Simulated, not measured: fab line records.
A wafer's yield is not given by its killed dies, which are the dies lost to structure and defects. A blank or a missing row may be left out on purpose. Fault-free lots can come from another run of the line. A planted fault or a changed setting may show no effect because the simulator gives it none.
fab line records    flow nandHarc
record: lots: 6  wafers: 18  lastDay: 32
route steps=1302 shown A_STAIRCASE@732
lots untouched by any fault: they come from a run of this same line in which no faults occurred
startH: the number of hours between the record's first day and the start of the first shown wafer of the lot    waitH: hours since the lot's step before    " same as the row above    L1.1+2: a single row standing in for several wafers    - no value, or no start was given    * or withheld: withheld    < > ~ a bound
route shown NAME@n: a module of which the file shows steps, and the number in the route of the first    usual: mean/standard deviation taken from wafers without a fault    same: alike in all rows    chamber/n: place in a boat    sites: readings site by site    _std_site: how widely they spread, as a standard deviation    _edge_site: inner sites' mean taken away from outer sites' mean    radiusMm: for every site, how far away it sits from the centre of the wafer    mask NAME#n: copy n    behind: the tool/chamber that last shaped the wafer    hold: why the lot went on hold/how many hours it stayed there/how the hold came to an end    device: names the non-switching transistor (n, p or np)    end of line: tests run on the same wafers once the route is complete    step lacking rows: just its recipe    killed: at the first sort, the dies lost to defects and structure; wafer yield is something else    map: dies across one wafer; x = killed, . = not, _ = none there
set.NAME: the setting as run; set.NAME@STEP: as run at that earlier step    model.NAME: the simulator's own value behind a step, which no gauge read
lots at some steps of the route; a table a step, a row a wafer
services: when a tool's chamber went out of use (startH, in hours from the record's first day, below 0 if earlier), for how many hours, and the reason
== steps ==
step: NHARC_A_STAIRCASE_HARDBAKE_218
recipe: tempC: 120  timeS: 140
step: NHARC_A_STAIRCASE_DESCUM_219
recipe: timeS: 3  o2FlowSccm: 200  arFlowSccm: 0  biasPowerW: 0  chemistry: O2
usual: drypumpMotorCurrentA: 6.0/0.43  o2FlowSccm: 200.0/0.59  oesProductAu: 0.996/0.009  rfVppV: 57.7/0.88  showerheadPlenumPTorr: 1.88/0.073  throttleValvePct: 11.311/0.0091
lot.wafer  tool        chamber  startH  waitH  drypumpMotorCurrentA  o2FlowSccm  oesProductAu  rfHoursCounterH  rfVppV  showerheadPlenumPTorr  throttleValvePct
L855.3     rieDiel-02  3        363.93  -      6.2                   199.8       1.018         49               57.6    1.90                   11.313
L855.1     "           1        "       "      5.9                   199.4       0.992         50               58.6    1.85                   11.307
L855.6     "           0        "       "      5.6                   199.8       0.995         -                57.7    1.96                   11.315
L857.2     rieDiel-05  2        395.89  -      5.8                   200.0       1.002         44               59.0    1.86                   11.306
L857.3     "           0        "       "      6.7                   200.8       1.013         44               56.4    1.78                   11.302
L857.5     "           3        "       "      5.2                   199.5       0.998         -                57.3    1.93                   11.306
L868.1     rieDiel-02  1        498.38  -      5.9                   200.2       0.996         33               57.5    1.83                   11.310
L868.6     "           1        "       "      5.9                   200.0       0.996         -                56.8    1.83                   11.300
L868.5     "           2        "       "      6.0                   199.0       0.999         -                57.3    1.79                   11.313
L869.2     rieDiel-05  1        503.61  -      6.1                   199.6       0.986         27               57.8    1.98                   11.313
L869.1     "           0        "       "      6.8                   200.1       0.992         28               58.6    1.77                   11.298
L869.5     "           2        "       "      5.8                   200.3       0.998         -                57.5    1.85                   11.326
L874.3     rieDiel-03  1        569.03  -      5.6                   201.3       0.991         30               58.6    1.96                   11.313
L874.1     "           2        "       "      6.6                   199.5       1.003         33               60.1    1.77                   11.312
L874.6     "           1        "       "      5.6                   200.2       0.997         -                58.2    1.96                   11.301
L876.1     rieDiel-03  2        582.96  -      6.6                   199.3       1.007         37               58.0    1.77                   11.320
L876.3     "           0        "       "      5.7                   199.6       0.998         41               56.4    1.92                   11.314
L876.6     "           3        "       "      6.3                   200.5       0.997         -                58.2    1.90                   11.301
step: NHARC_A_STAIRCASE_TRIM_220
recipe: timeS: 211.2  o2FlowSccm: 500  arFlowSccm: 0  biasW: 0  chemistry: O2
step: NHARC_A_STAIRCASE_ETCH_221
recipe: targetDepthA: 1000  timeS: 40.5  ionEnergyEv: 400  c4f8FlowSccm: 20  o2FlowSccm: 10  arFlowSccm: withheld  rfW: 600  biasW: 1000  chemistry: C4F8/O2
usual: oesProductAu: 0.935/0.014  rfVppV: 894/4.6
lot.wafer  tool        chamber  startH  waitH  oesProductAu  rfHoursCounterH  rfVppV
L855.1     rieDiel-02  0        -       -      0.936         50               900
L855.3     "           1        "       "      0.955         50               891
L855.6     "           0        "       "      0.942         -                898
L857.3     rieDiel-05  3        -       -      0.919         39               897
L857.2     "           2        "       "      0.916         44               892
L857.5     "           3        "       "      0.922         -                897
L868.1     rieDiel-02  0        -       -      0.956         35               898
L868.6     "           0        "       "      0.952         -                898
L868.5     "           1        "       "      0.955         -                890
L869.2     rieDiel-05  3        -       -      0.932         29               896
L869.1     "           0        "       "      0.921         28               888
L869.5     "           1        "       "      0.926         -                900
L874.3     rieDiel-03  3        -       -      0.928         37               895
L874.1     "           1        "       "      0.912         30               898
L874.6     "           3        "       "      0.926         -                893
L876.3     rieDiel-03  1        -       -      0.963         35               900
L876.1     "           2        "       "      0.951         38               885
L876.6     "           1        "       "      0.946         -                900
step: NHARC_A_STAIRCASE_TRIM_222
recipe: timeS: 211.2  o2FlowSccm: 500  arFlowSccm: 0  biasW: 0  chemistry: O2
step: NHARC_A_STAIRCASE_ETCH_223
recipe: targetDepthA: 1000  timeS: 40.5  ionEnergyEv: 400  c4f8FlowSccm: 20  o2FlowSccm: 10  arFlowSccm: withheld  rfW: 600  biasW: 1000  chemistry: C4F8/O2
usual: oesProductAu: 0.938/0.011  rfVppV: 894/4.7
lot.wafer  tool        chamber  startH  waitH  oesProductAu  rfHoursCounterH  rfVppV
L855.1     rieDiel-02  0        -       -      0.942         50               900
L855.3     "           1        "       "      0.951         50               892
L855.6     "           0        "       "      0.945         -                899
L857.3     rieDiel-05  1        -       -      0.929         48               900
L857.2     "           2        "       "      0.937         44               893
L857.5     "           1        "       "      0.929         -                902
L868.1     rieDiel-02  3        -       -      0.932         29               895
L868.5     "           0        "       "      0.938         -                899
L868.6     "           1        "       "      0.932         -                892
L869.2     rieDiel-05  2        -       -      0.935         28               893
L869.1     "           3        "       "      0.929         29               895
L869.5     "           1        "       "      0.918         -                902
L874.1     rieDiel-03  1        -       -      0.941         30               900
L874.3     "           3        "       "      0.922         37               895
L874.6     "           2        "       "      0.940         -                888
L876.3     rieDiel-03  0        -       -      0.950         41               895
L876.1     "           2        "       "      0.949         38               885
L876.6     "           0        "       "      0.940         -                896
step: NHARC_A_STAIRCASE_TRIM_224
recipe: timeS: 211.2  o2FlowSccm: 500  arFlowSccm: 0  biasW: 0  chemistry: O2
step: NHARC_A_STAIRCASE_ETCH_225
recipe: targetDepthA: 1000  timeS: 40.5  ionEnergyEv: 400  c4f8FlowSccm: 20  o2FlowSccm: 10  arFlowSccm: withheld  rfW: 600  biasW: 1000  chemistry: C4F8/O2
usual: oesProductAu: 0.937/0.012  rfVppV: 894/4.6
lot.wafer  tool        chamber  startH  waitH  oesProductAu  rfHoursCounterH  rfVppV
L855.1     rieDiel-02  3        -       -      0.944         49               896
L855.3     "           0        "       "      0.943         50               899
L855.6     "           3        "       "      0.952         -                896
L857.3     rieDiel-05  1        -       -      0.943         49               901
L857.2     "           2        "       "      0.938         44               890
L857.5     "           2        "       "      0.945         -                893
L868.1     rieDiel-02  1        -       -      0.939         33               890
L868.6     "           2        "       "      0.948         -                889
L868.5     "           3        "       "      0.937         -                895
L869.2     rieDiel-05  2        -       -      0.940         29               891
L869.1     "           1        "       "      0.932         28               900
L869.5     "           2        "       "      0.945         -                892
L874.1     rieDiel-03  3        -       -      0.945         37               895
L874.3     "           1        "       "      0.951         30               898
L874.6     "           2        "       "      0.954         -                886
L876.1     rieDiel-03  1        -       -      0.931         35               900
L876.3     "           3        "       "      0.942         41               895
L876.6     "           2        "       "      0.934         -                886
step: NHARC_A_STAIRCASE_TRIM_226
recipe: timeS: 211.2  o2FlowSccm: 500  arFlowSccm: 0  biasW: 0  chemistry: O2
step: NHARC_A_STAIRCASE_ETCH_227
recipe: targetDepthA: 1000  timeS: 40.5  ionEnergyEv: 400  c4f8FlowSccm: 20  o2FlowSccm: 10  arFlowSccm: withheld  rfW: 600  biasW: 1000  chemistry: C4F8/O2
step: NHARC_A_STAIRCASE_TRIM_229
recipe: timeS: 211.2  o2FlowSccm: 500  arFlowSccm: 0  biasW: 0  chemistry: O2
usual: biasW: 0/0  chamberPressureMTorr: 60.00/0.054  drypumpMotorCurrentA: 6.0/0.43  o2FlowSccm: 500.3/1.5  oesProductAu: 0.994/0.0085  rfVppV: 57.7/0.93  showerheadPlenumPTorr: 3.48/0.12  throttleValvePct: 17.036/0.0086
lot.wafer  tool        chamber  startH  waitH  biasW  chamberPressureMTorr  drypumpMotorCurrentA  o2FlowSccm  oesProductAu  rfHoursCounterH  rfVppV  showerheadPlenumPTorr  throttleValvePct
L855.3     rieDiel-02  0        365.04  0.1    0      59.94                 5.6                   499.0       0.987         51               58.1    3.61                   17.039
L855.1     "           1        "       "      0      60.08                 6.0                   502.3       1.001         51               56.8    3.41                   17.047
L855.6     "           0        "       "      0      59.98                 5.6                   499.7       0.993         -                57.4    3.61                   17.025
L857.2     rieDiel-05  3        397.16  0.1    0      60.11                 5.2                   500.7       0.997         40               57.2    3.55                   17.026
L857.3     "           0        "       "      0      60.05                 6.7                   500.4       1.008         44               56.3    3.29                   17.016
L857.5     "           2        "       "      0      60.04                 5.9                   502.1       0.988         -                56.5    3.44                   17.037
L868.1     rieDiel-05  0        499.51  0.1    -      -                     -                     -           -             -                -       -                      -
L868.5     "           3        "       "      -      -                     -                     -           -             -                -       -                      -
L868.6     "           0        "       "      -      -                     -                     -           -             -                -       -                      -
L869.1     rieDiel-05  1        505.20  0.1    -      -                     -                     -           -             -                -       -                      -
L869.2     "           3        "       "      -      -                     -                     -           -             -                -       -                      -
L869.5     "           2        "       "      -      -                     -                     -           -             -                -       -                      -
L874.3     rieDiel-03  1        570.31  0.1    0      60.01                 5.6                   499.0       0.990         31               57.9    3.61                   17.030
L874.1     "           2        "       "      0      59.99                 6.6                   498.5       0.991         34               58.1    3.28                   17.040
L874.6     "           3        "       "      0      59.92                 6.3                   500.6       0.985         -                57.0    3.50                   17.032
L876.1     rieDiel-03  3        584.07  0.1    0      59.95                 6.3                   501.3       0.991         41               58.0    3.50                   17.015
L876.3     "           0        "       "      0      59.95                 5.7                   501.3       0.992         41               58.6    3.54                   17.031
L876.6     "           0        "       "      0      60.00                 5.7                   499.7       0.990         -                59.5    3.54                   17.043
step: NHARC_A_STAIRCASE_ETCH_230
recipe: targetDepthA: 1000  timeS: 40.5  ionEnergyEv: 400  c4f8FlowSccm: 20  o2FlowSccm: 10  arFlowSccm: withheld  rfW: 600  biasW: 1000  chemistry: C4F8/O2
usual: oesProductAu: 0.947/0.017  rfVppV: 894/4.5
lot.wafer  tool        chamber  startH  waitH  oesProductAu  rfHoursCounterH  rfVppV
L855.3     rieDiel-02  3        -       -      0.964         49               896
L855.1     "           2        "       "      0.946         49               891
L855.6     "           3        "       "      0.964         -                895
L857.2     rieDiel-05  0        -       -      0.954         44               887
L857.3     "           3        "       "      0.951         40               897
L857.5     "           0        "       "      0.960         -                887
L868.1     rieDiel-05  3        499.69  0.2    0.958         27               897
L868.5     "           3        "       "      0.956         -                896
L868.6     "           0        "       "      0.949         -                886
L869.1     rieDiel-05  3        505.40  0.2    0.951         30               896
L869.2     "           0        "       "      0.944         29               887
L869.5     "           3        "       "      0.952         -                896
L874.3     rieDiel-03  3        -       -      0.921         38               893
L874.1     "           0        "       "      0.929         38               897
L874.6     "           0        "       "      0.926         -                897
L876.1     rieDiel-03  0        -       -      0.935         42               898
L876.3     "           1        "       "      0.941         35               899
L876.6     "           2        "       "      0.952         -                886
== services ==
tool        chamber  startH  hours  kind
rieDiel-03  2        340.82  2.7    repair
rieDiel-05  0        361.38  -      clean
rieDiel-05  1        361.38  -      clean
rieDiel-05  2        361.38  -      clean
rieDiel-05  3        361.38  -      clean
rieDiel-03  1        384.70  31.3   repair
rieDiel-05  0        385.99  -      clean
rieDiel-05  1        385.99  -      clean
rieDiel-05  2        385.99  -      clean
rieDiel-05  3        385.99  -      clean
rieDiel-02  -        394.44  9.0    pm
rieDiel-05  -        406.98  9.0    pm
rieDiel-05  0        406.98  9.0    ventCycle
rieDiel-05  1        406.98  9.0    ventCycle
rieDiel-05  2        406.98  9.0    ventCycle
rieDiel-02  3        413.34  12.9   repair
rieDiel-03  -        458.30  9.0    pm
rieDiel-03  0        485.25  7.6    repair
rieDiel-05  -        508.42  0.2    repair
rieDiel-03  1        518.37  15.8   repair
rieDiel-05  -        567.52  0.6    repair
rieDiel-02  -        572.22  9.0    pm
rieDiel-05  1        583.19  7.0    repair
rieDiel-05  -        583.98  9.0    pm
== key ==
firstSign: step: NHARC_A_STAIRCASE_TRIM_229  reading: toolRecord  direction: missing
effect none on later readings
metAt NHARC_A_STAIRCASE_TRIM_229
struckWafers L868.1,L868.5,L868.6,L869.1,L869.2,L869.5
laterRowsLeftOut L868.1,L868.5,L868.6,L869.1,L869.2,L869.5
sortLeftOut L868.1,L868.5,L868.6,L869.1,L869.2,L869.5
testerLeftOut L868,L869
onsetBetween 397.16 499.51
fault: kind: skippedStepWhole  tool: rieDiel-05  chamber: -  onsetH: 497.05  steps: NHARC_A_STAIRCASE_TRIM_229  scope: struckLotsOnly
testerLeftOut: of these lots the tester's yield and bins aren't shown, on N5 and GAA mostly nor the transistor test; their killed dies are dies lost to structure and defects alone, not to doping, threshold or leakage, so they don't give the yield
sortLeftOut: the simulated sort isn't trusted on such a fault, so these wafers' sort isn't shown, and their yield isn't known
laterRowsLeftOut: the simulator's readings of these wafers behind a module that went badly wrong aren't trusted and aren't shown, but for the sort
